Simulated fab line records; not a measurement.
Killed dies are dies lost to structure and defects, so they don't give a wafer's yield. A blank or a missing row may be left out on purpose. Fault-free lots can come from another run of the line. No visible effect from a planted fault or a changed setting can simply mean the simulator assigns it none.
Split-lot trial / flow n5Finfet / 39 wafers read from 7 lots, route of 1938 steps

## THE SPLIT ITSELF
At N5_BEOL_M13_ILD_DEP_00 (deposits SiOC from DEMS/O2, target thk 837.92 nm, time 166.4 s), the setting targetThkA was moved away from the recipe's 8379.2 angstrom on 15 of the 39 wafers read, by -17.5% to +55.6%. The other wafers ran this setting at the recipe's value.

## FROM THE SPLIT TO THE READING: what the file shows between them, 6 steps
- N5_BEOL_M13_THK_MEAS_01
- N5_BEOL_M13_COAT_58: time 60 s, resist thk 89 nm
- N5_BEOL_M13_COAT_04: resist thk 400 nm
- N5_BEOL_M13_DESCUM_15: chemistry O2, time 7.9 s
- N5_BEOL_M13_ETCH_59: etches BARC in N2/H2, target depth 89 nm, overetch 26.7 nm, time 67.9 s
- N5_BEOL_M13_VIA_ETCH_16: etches SiOC in C4F8/O2/Ar, target depth 921.7 nm

## THE READING
oesProductAu, in a.u., at N5_BEOL_M13_STRIP_63 (strips in N2/H2). Fault-free wafers of this fab line usually give 0.673 a.u., standard deviation 0.0049 a.u.

wafer=L077.1; tool, chamber at the split=pecvd-02, 1; targetThkA as run, angstrom=8379.2; against the recipe=recipe; oesProductAu, a.u.=0.677; against lot-mates on the recipe=-
wafer=L077.2; tool, chamber at the split=pecvd-02, 0; targetThkA as run, angstrom=8379.2; against the recipe=recipe; oesProductAu, a.u.=0.673; against lot-mates on the recipe=-
wafer=L077.3; tool, chamber at the split=pecvd-02, 2; targetThkA as run, angstrom=8379.2; against the recipe=recipe; oesProductAu, a.u.=0.674; against lot-mates on the recipe=-
wafer=L077.4; tool, chamber at the split=pecvd-02, 2; targetThkA as run, angstrom=8379.2; against the recipe=recipe; oesProductAu, a.u.=0.671; against lot-mates on the recipe=-
wafer=L077.5; tool, chamber at the split=pecvd-02, 0; targetThkA as run, angstrom=8379.2; against the recipe=recipe; oesProductAu, a.u.=0.672; against lot-mates on the recipe=-
wafer=L077.6; tool, chamber at the split=pecvd-02, 1; targetThkA as run, angstrom=8379.2; against the recipe=recipe; oesProductAu, a.u.=0.676; against lot-mates on the recipe=-
wafer=L078.1; tool, chamber at the split=pecvd-01, 1; targetThkA as run, angstrom=7003; against the recipe=-16.4%; oesProductAu, a.u.=0.685; against lot-mates on the recipe=+0.011
wafer=L078.2; tool, chamber at the split=pecvd-01, 0; targetThkA as run, angstrom=8379.2; against the recipe=recipe; oesProductAu, a.u.=0.676; against lot-mates on the recipe=-
wafer=L078.3; tool, chamber at the split=pecvd-01, 2; targetThkA as run, angstrom=7003; against the recipe=-16.4%; oesProductAu, a.u.=0.695; against lot-mates on the recipe=+0.021
wafer=L078.4; tool, chamber at the split=pecvd-01, 0; targetThkA as run, angstrom=7003; against the recipe=-16.4%; oesProductAu, a.u.=0.692; against lot-mates on the recipe=+0.018
wafer=L078.5; tool, chamber at the split=pecvd-01, 2; targetThkA as run, angstrom=8379.2; against the recipe=recipe; oesProductAu, a.u.=0.674; against lot-mates on the recipe=-
wafer=L078.6; tool, chamber at the split=pecvd-01, 1; targetThkA as run, angstrom=8379.2; against the recipe=recipe; oesProductAu, a.u.=0.671; against lot-mates on the recipe=-
wafer=L083.1; tool, chamber at the split=pecvd-01, 2; targetThkA as run, angstrom=8379.2; against the recipe=recipe; oesProductAu, a.u.=0.667; against lot-mates on the recipe=-
wafer=L083.2; tool, chamber at the split=pecvd-01, 0; targetThkA as run, angstrom=11360; against the recipe=+35.6%; oesProductAu, a.u.=0.236; against lot-mates on the recipe=-0.433
wafer=L083.3; tool, chamber at the split=pecvd-01, 1; targetThkA as run, angstrom=8379.2; against the recipe=recipe; oesProductAu, a.u.=0.667; against lot-mates on the recipe=-
wafer=L083.4; tool, chamber at the split=pecvd-01, 0; targetThkA as run, angstrom=11360; against the recipe=+35.6%; oesProductAu, a.u.=0.240; against lot-mates on the recipe=-0.429
wafer=L083.5; tool, chamber at the split=pecvd-01, 2; targetThkA as run, angstrom=11360; against the recipe=+35.6%; oesProductAu, a.u.=0.235; against lot-mates on the recipe=-0.434
wafer=L083.6; tool, chamber at the split=pecvd-01, 1; targetThkA as run, angstrom=8379.2; against the recipe=recipe; oesProductAu, a.u.=0.674; against lot-mates on the recipe=-
wafer=L084.1; tool, chamber at the split=pecvd-03, 0; targetThkA as run, angstrom=8379.2; against the recipe=recipe; oesProductAu, a.u.=0.673; against lot-mates on the recipe=-
wafer=L084.2; tool, chamber at the split=pecvd-03, 1; targetThkA as run, angstrom=13040; against the recipe=+55.6%; oesProductAu, a.u.=0.234; against lot-mates on the recipe=-0.436
wafer=L084.3; tool, chamber at the split=pecvd-03, 2; targetThkA as run, angstrom=8379.2; against the recipe=recipe; oesProductAu, a.u.=0.675; against lot-mates on the recipe=-
wafer=L084.4; tool, chamber at the split=pecvd-03, 1; targetThkA as run, angstrom=8379.2; against the recipe=recipe; oesProductAu, a.u.=0.663; against lot-mates on the recipe=-
wafer=L084.5; tool, chamber at the split=pecvd-03, 2; targetThkA as run, angstrom=13040; against the recipe=+55.6%; oesProductAu, a.u.=0.231; against lot-mates on the recipe=-0.439
wafer=L084.6; tool, chamber at the split=pecvd-03, 0; targetThkA as run, angstrom=13040; against the recipe=+55.6%; oesProductAu, a.u.=0.225; against lot-mates on the recipe=-0.445
wafer=L090.1; tool, chamber at the split=pecvd-03, 0; targetThkA as run, angstrom=8379.2; against the recipe=recipe; oesProductAu, a.u.=0.676; against lot-mates on the recipe=-
wafer=L090.2; tool, chamber at the split=pecvd-03, 1; targetThkA as run, angstrom=10360; against the recipe=+23.6%; oesProductAu, a.u.=0.497; against lot-mates on the recipe=-0.174
wafer=L090.3; tool, chamber at the split=pecvd-03, 2; targetThkA as run, angstrom=8379.2; against the recipe=recipe; oesProductAu, a.u.=0.663; against lot-mates on the recipe=-
wafer=L090.4; tool, chamber at the split=pecvd-03, 2; targetThkA as run, angstrom=10360; against the recipe=+23.6%; oesProductAu, a.u.=0.351; against lot-mates on the recipe=-0.320
wafer=L090.5; tool, chamber at the split=pecvd-03, 0; targetThkA as run, angstrom=10360; against the recipe=+23.6%; oesProductAu, a.u.=0.354; against lot-mates on the recipe=-0.317
wafer=L090.6; tool, chamber at the split=pecvd-03, 1; targetThkA as run, angstrom=8379.2; against the recipe=recipe; oesProductAu, a.u.=0.675; against lot-mates on the recipe=-
wafer=L085.1; tool, chamber at the split=pecvd-01, 2; targetThkA as run, angstrom=8379.2; against the recipe=recipe; oesProductAu, a.u.=0.675; against lot-mates on the recipe=-
wafer=L085.2; tool, chamber at the split=pecvd-01, 1; targetThkA as run, angstrom=6910; against the recipe=-17.5%; oesProductAu, a.u.=0.684; against lot-mates on the recipe=+0.009
wafer=L085.3; tool, chamber at the split=pecvd-01, 0; targetThkA as run, angstrom=8379.2; against the recipe=recipe; oesProductAu, a.u.=0.678; against lot-mates on the recipe=-
wafer=L085.4; tool, chamber at the split=pecvd-01, 2; targetThkA as run, angstrom=8379.2; against the recipe=recipe; oesProductAu, a.u.=0.671; against lot-mates on the recipe=-
wafer=L085.5; tool, chamber at the split=pecvd-01, 0; targetThkA as run, angstrom=6910; against the recipe=-17.5%; oesProductAu, a.u.=0.688; against lot-mates on the recipe=+0.013
wafer=L085.6; tool, chamber at the split=pecvd-01, 1; targetThkA as run, angstrom=6910; against the recipe=-17.5%; oesProductAu, a.u.=0.684; against lot-mates on the recipe=+0.009
wafer=L089.2; tool, chamber at the split=pecvd-03, 2; targetThkA as run, angstrom=8379.2; against the recipe=recipe; oesProductAu, a.u.=0.684; against lot-mates on the recipe=-
wafer=L089.3; tool, chamber at the split=pecvd-03, 1; targetThkA as run, angstrom=8379.2; against the recipe=recipe; oesProductAu, a.u.=0.674; against lot-mates on the recipe=-
wafer=L089.4; tool, chamber at the split=pecvd-03, 2; targetThkA as run, angstrom=8379.2; against the recipe=recipe; oesProductAu, a.u.=0.671; against lot-mates on the recipe=-

THE FIT
A straight line over all 39 wafers: oesProductAu changes by -0.00804 a.u. for each +1% of targetThkA; r = -0.93; the points scatter about the line by 0.061 a.u.
The same after taking each lot's own level away (the mean of its wafers on the recipe; 39 wafers): -0.00797 a.u. for each +1%; r = -0.93; scatter 0.061 a.u.
Per that fit: largest targetThkA move, reading shift of 0.44 a.u.
From 0.6693 to 0.6763 a.u.: that is the span of the lots' own levels, equal to 1.4 times the standard deviation above.
So the lot-to-lot level changes the slope little: the two slopes agree.
Check: for one of the wafers moved furthest among these (+55.6%), held out of the fit, the line's prediction against its lot-mates is -0.49 a.u. Against them it came out at -0.436 a.u.

## THE WHOLE CHAIN: every reading that the file lists as answering this split, in the file's order
step=N5_BEOL_M13_ILD_DEP_00; what it does=deposits SiOC from DEMS/O2, target thk 837.92 nm, time 166.4 s; reading=SiOC_of_BEOL_M13_ILD_DEP_00.thkNm (the simulator's own value, which no gauge read); change (the file's fit)=+8.53 nm for each +1% of the setting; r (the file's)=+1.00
step=N5_BEOL_M13_THK_MEAS_01; what it does=; reading=M13_ILD_THK; change (the file's fit)=+8.52 for each +1% of the setting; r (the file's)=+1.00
step=N5_BEOL_M13_VIA_ETCH_16; what it does=etches SiOC in C4F8/O2/Ar, target depth 921.7 nm; reading=etch.depthNm (the simulator's own value, which no gauge read); change (the file's fit)=+8.53 nm for each +1% of the setting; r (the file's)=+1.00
step=N5_BEOL_M13_VIA_ETCH_16; what it does=etches SiOC in C4F8/O2/Ar, target depth 921.7 nm; reading=BARC_of_BEOL_M13_COAT_58.thkNm (the simulator's own value, which no gauge read); change (the file's fit)=not straight: 89.2 at the lowest setting, 88.98 at the recipe, 16.6 at the highest; r (the file's)=not given
step=N5_BEOL_M13_VIA_ETCH_16; what it does=etches SiOC in C4F8/O2/Ar, target depth 921.7 nm; reading=coat_of_BEOL_M13_COAT_04.thkNm (the simulator's own value, which no gauge read); change (the file's fit)=-1.67 nm for each +1% of the setting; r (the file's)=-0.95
step=N5_BEOL_M13_STRIP_63; what it does=strips in N2/H2; reading=oesProductAu; change (the file's fit)=-0.00851 a.u. for each +1% of the setting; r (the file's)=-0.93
step=N5_BEOL_M13_STRIP_63; what it does=strips in N2/H2; reading=stripTimeToEndpointS; change (the file's fit)=not straight: withheld at the lowest setting, withheld at the recipe, withheld at the highest; r (the file's)=not given
step=N5_BEOL_M13_STRIP_64; what it does=strips in N2/H2; reading=stripTimeToEndpointS; change (the file's fit)=not straight: withheld at the lowest setting, withheld at the recipe, withheld at the highest; r (the file's)=not given

## FILE'S OWN FIT
oesProductAu changes by -0.00851 a.u. for each +1% of targetThkA, r = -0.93.
